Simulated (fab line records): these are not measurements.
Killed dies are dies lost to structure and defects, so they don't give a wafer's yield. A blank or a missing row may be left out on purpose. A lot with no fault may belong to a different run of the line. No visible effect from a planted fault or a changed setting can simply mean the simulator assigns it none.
Which tool is to blame? || flow n5 finfet || 72 wafers from 24 lots sampled at 2 of the route's 1938 steps

WHAT THE GAUGES READ, wafer by wafer
N5_DUMMY_REMOVAL_INSPECT_06: inspects for defects (brightfield). Usual: 12 for raw defect count, sd 6.2.
{"lot": "L074", "measured": "day 4 00:46", "on": "defect inspect-02", "raw defect count": "6 6 7", "flag": ""}
{"lot": "L075", "measured": "day 4 03:40", "on": "defect inspect-02", "raw defect count": "6 19 13", "flag": ""}
{"lot": "L076", "measured": "day 4 08:55", "on": "defect inspect-02", "raw defect count": "9 10 12", "flag": ""}
{"lot": "L077", "measured": "day 4 16:07", "on": "defect inspect-01", "raw defect count": "3 9 7", "flag": ""}
{"lot": "L078", "measured": "day 5 01:09", "on": "defect inspect-01", "raw defect count": "9 10 20", "flag": ""}
{"lot": "L079", "measured": "day 5 06:59", "on": "defect inspect-01", "raw defect count": "15 19 13", "flag": ""}
{"lot": "L080", "measured": "day 5 14:01", "on": "defect inspect-02", "raw defect count": "8 7 3", "flag": ""}
{"lot": "L081", "measured": "day 5 17:04", "on": "defect inspect-01", "raw defect count": "7 9 6", "flag": ""}
{"lot": "L082", "measured": "day 6 02:26", "on": "defect inspect-01", "raw defect count": "10 21 15", "flag": ""}
{"lot": "L083", "measured": "day 6 07:05", "on": "defect inspect-02", "raw defect count": "19 9 11", "flag": ""}
{"lot": "L084", "measured": "day 6 09:28", "on": "defect inspect-02", "raw defect count": "8 8 4", "flag": ""}
{"lot": "L085", "measured": "day 6 17:14", "on": "defect inspect-01", "raw defect count": "9 5 20", "flag": ""}
{"lot": "L086", "measured": "day 6 21:21", "on": "defect inspect-02", "raw defect count": "7 7 7", "flag": ""}
{"lot": "L087", "measured": "day 7 03:22", "on": "defect inspect-01", "raw defect count": "17 14 31", "flag": ""}
{"lot": "L088", "measured": "day 7 09:28", "on": "defect inspect-01", "raw defect count": "13 9 23", "flag": ""}
{"lot": "L089", "measured": "day 7 15:47", "on": "defect inspect-02", "raw defect count": "8 5 8", "flag": ""}
{"lot": "L090", "measured": "day 7 21:05", "on": "defect inspect-02", "raw defect count": "9 10 13", "flag": ""}
{"lot": "L091", "measured": "day 8 04:45", "on": "defect inspect-02", "raw defect count": "20 32 13", "flag": ""}
{"lot": "L092", "measured": "day 8 10:36", "on": "defect inspect-01", "raw defect count": "19 16 7", "flag": ""}
{"lot": "L093", "measured": "day 8 19:09", "on": "defect inspect-02", "raw defect count": "10 7 7", "flag": ""}
{"lot": "L094", "measured": "day 8 23:16", "on": "defect inspect-02", "raw defect count": "18 43 15", "flag": ""}
{"lot": "L095", "measured": "day 9 02:47", "on": "defect inspect-02", "raw defect count": "8 13 6", "flag": ""}
{"lot": "L096", "measured": "day 9 16:46", "on": "defect inspect-01", "raw defect count": "14 17 9", "flag": ""}
{"lot": "L097", "measured": "day 9 23:04", "on": "defect inspect-02", "raw defect count": "6 2 10", "flag": ""}

TOOL THAT RAN EACH LOT (tool first, then ch and the chambers of the sampled wafers, then the start)
{"lot": "L074", "N5_SDB_ALD_29": "ald sin-01 ch 2,3, day 3 21:29"}
{"lot": "L075", "N5_SDB_ALD_29": "ald sin-02 ch 1,2, day 4 00:22"}
{"lot": "L076", "N5_SDB_ALD_29": "ald sin-04 ch 1,2,3, day 4 05:38"}
{"lot": "L077", "N5_SDB_ALD_29": "ald sin-04 ch 0,1,3, day 4 12:49"}
{"lot": "L078", "N5_SDB_ALD_29": "ald sin-04 ch 0,1,2, day 4 21:52"}
{"lot": "L079", "N5_SDB_ALD_29": "ald sin-01 ch 0,2,3, day 5 03:42"}
{"lot": "L080", "N5_SDB_ALD_29": "ald sin-04 ch 0,3, day 5 10:43"}
{"lot": "L081", "N5_SDB_ALD_29": "ald sin-02 ch 0,1,3, day 5 13:47"}
{"lot": "L082", "N5_SDB_ALD_29": "ald sin-02 ch 1,2, day 5 21:47"}
{"lot": "L083", "N5_SDB_ALD_29": "ald sin-01 ch 0,2,3, day 6 03:48"}
{"lot": "L084", "N5_SDB_ALD_29": "ald sin-02 ch 0,1, day 6 06:10"}
{"lot": "L085", "N5_SDB_ALD_29": "ald sin-02 ch 0,1,2, day 6 13:54"}
{"lot": "L086", "N5_SDB_ALD_29": "ald sin-02 ch 0,2, day 6 17:56"}
{"lot": "L087", "N5_SDB_ALD_29": "ald sin-01 ch 0,1,2, day 7 00:02"}
{"lot": "L088", "N5_SDB_ALD_29": "ald sin-01 ch 1,2, day 7 06:04"}
{"lot": "L089", "N5_SDB_ALD_29": "ald sin-04 ch 0,3, day 7 12:28"}
{"lot": "L090", "N5_SDB_ALD_29": "ald sin-01 ch 0,1,2, day 7 17:48"}
{"lot": "L091", "N5_SDB_ALD_29": "ald sin-01 ch 1,2,3, day 8 01:28"}
{"lot": "L092", "N5_SDB_ALD_29": "ald sin-02 ch 0,1,2, day 8 07:08"}
{"lot": "L093", "N5_SDB_ALD_29": "ald sin-01 ch 0,1,2, day 8 15:52"}
{"lot": "L094", "N5_SDB_ALD_29": "ald sin-04 ch 1,3, day 8 19:58"}
{"lot": "L095", "N5_SDB_ALD_29": "ald sin-02 ch 0,2,3, day 8 23:29"}
{"lot": "L096", "N5_SDB_ALD_29": "ald sin-02 ch 0,1,2, day 9 13:27"}
{"lot": "L097", "N5_SDB_ALD_29": "ald sin-04 ch 0,3, day 9 19:47"}
- N5_SDB_ALD_29: deposits SiNx, target thk 30 nm, pulse time 1 s, ald cycles 600.

AS READ BY THE TOOLS THEMSELVES (means over the sampled wafers that have a number; for cases with no such wafer, the mark the record gives instead)
N5_SDB_ALD_29. Usual: heater power w 844 W, standard deviation 130; precursor pulse height rel 0.995, standard deviation 0.023.
{"lot": "L074", "tool": "ald sin-01", "heater power w (W)": 843, "precursor pulse height rel": 0.986, "flag": ""}
{"lot": "L075", "tool": "ald sin-02", "heater power w (W)": 893, "precursor pulse height rel": 0.990, "flag": ""}
{"lot": "L076", "tool": "ald sin-04", "heater power w (W)": 757, "precursor pulse height rel": 1.003, "flag": ""}
{"lot": "L077", "tool": "ald sin-04", "heater power w (W)": 712, "precursor pulse height rel": 1.008, "flag": ""}
{"lot": "L078", "tool": "ald sin-04", "heater power w (W)": 763, "precursor pulse height rel": 1.016, "flag": ""}
{"lot": "L079", "tool": "ald sin-01", "heater power w (W)": 800, "precursor pulse height rel": 0.993, "flag": ""}
{"lot": "L080", "tool": "ald sin-04", "heater power w (W)": 719, "precursor pulse height rel": 0.996, "flag": ""}
{"lot": "L081", "tool": "ald sin-02", "heater power w (W)": 969, "precursor pulse height rel": 1.013, "flag": ""}
{"lot": "L082", "tool": "ald sin-02", "heater power w (W)": 1011, "precursor pulse height rel": 0.972, "flag": ""}
{"lot": "L083", "tool": "ald sin-01", "heater power w (W)": 803, "precursor pulse height rel": 1.008, "flag": ""}
{"lot": "L084", "tool": "ald sin-02", "heater power w (W)": 1008, "precursor pulse height rel": 1.000, "flag": ""}
{"lot": "L085", "tool": "ald sin-02", "heater power w (W)": 953, "precursor pulse height rel": 1.005, "flag": ""}
{"lot": "L086", "tool": "ald sin-02", "heater power w (W)": 839, "precursor pulse height rel": 0.994, "flag": ""}
{"lot": "L087", "tool": "ald sin-01", "heater power w (W)": 791, "precursor pulse height rel": 0.989, "flag": ""}
{"lot": "L088", "tool": "ald sin-01", "heater power w (W)": 795, "precursor pulse height rel": 0.986, "flag": ""}
{"lot": "L089", "tool": "ald sin-04", "heater power w (W)": 713, "precursor pulse height rel": 0.977, "flag": ""}
{"lot": "L090", "tool": "ald sin-01", "heater power w (W)": 784, "precursor pulse height rel": 0.992, "flag": ""}
{"lot": "L091", "tool": "ald sin-01", "heater power w (W)": 811, "precursor pulse height rel": 1.007, "flag": ""}
{"lot": "L092", "tool": "ald sin-02", "heater power w (W)": 944, "precursor pulse height rel": 0.986, "flag": ""}
{"lot": "L093", "tool": "ald sin-01", "heater power w (W)": 799, "precursor pulse height rel": 1.007, "flag": ""}
{"lot": "L094", "tool": "ald sin-04", "heater power w (W)": 732, "precursor pulse height rel": 0.989, "flag": ""}
{"lot": "L095", "tool": "ald sin-02", "heater power w (W)": 859, "precursor pulse height rel": 1.012, "flag": ""}
{"lot": "L096", "tool": "ald sin-02", "heater power w (W)": 934, "precursor pulse height rel": 1.012, "flag": ""}
{"lot": "L097", "tool": "ald sin-04", "heater power w (W)": 720, "precursor pulse height rel": 0.965, "flag": ""}

THE ANSWER, worked out from the rows above alone
Rule: a lot counts as off when the mean over its wafers that have a number is more than 3 standard deviations away from the usual mean. A lot without any number at a reading at which 4 lots or more have one is off too. All remaining lots with rows at the step are treated as sound. The gauges are gone through in route order, then the tools' own readings, and for those a lot's mean is taken as printed above. At the first step where some lot is off, the reading lying furthest off is the one used; lots without a number count as furthest.
Across all readings shown, no lot is off: no conclusion can be drawn from this.

WHAT THE SIMULATOR PUT IN
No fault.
